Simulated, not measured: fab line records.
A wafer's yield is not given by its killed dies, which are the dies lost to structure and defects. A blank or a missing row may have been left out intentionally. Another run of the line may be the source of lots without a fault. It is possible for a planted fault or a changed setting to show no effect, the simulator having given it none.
Chamber matching ; flow n5 finfet ; N5_BEOL_M10_STRIP_36 on rie diel-05 has 4 sister chambers
The step strips in N2/H2. 4 wafers are shown with their chamber, then 11 later ones without.

== WAFERS PAIRED WITH THEIR CHAMBERS ==
wafer;chamber;showerhead plenum p Torr (Torr)
L085.1;1;2.50
L085.2;3;2.66
L085.4;0;2.40
L087.1;2;2.55

== WAFERS WITH NO CHAMBER GIVEN ==
wafer;showerhead plenum p Torr (Torr)
L087.2;2.66
L087.4;2.40
L089.1;2.50
L089.2;2.66
L089.6;2.55
L093.3;2.54
L093.4;2.72
L093.6;2.55
L096.2;2.71
L096.3;2.65
L096.4;2.49

== CHAMBER TAKEN BY EACH ==
wafer;from the rows above;in truth
L087.2;3;3
L087.4;0;0
L089.1;1;1
L089.2;3;3
L089.6;2;2
L093.3;can't be placed: 2 or 1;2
L093.4;3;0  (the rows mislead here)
L093.6;2;2
L096.2;3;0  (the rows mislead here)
L096.3;3;3
L096.4;1;1
Placed correctly: 8 of 11. Not placeable from these rows: 1 (in 1, the candidates include the true chamber). Wrongly placed: 2.
How it was worked out, from the rows above alone: a wafer's distance from a chamber is the root of the sum, over the readings, of the square of ((its reading less the chamber's mean) divided by the reading's scatter). If the next closest chamber is less than 2 further off than the closest, the wafer can't be placed; otherwise it belongs to the closest. For every chamber, the mean is computed from those of its wafers that are shown. The scatter: root of mean squared gap, hidden wafer to nearest shown wafer, with one shown wafer a chamber.
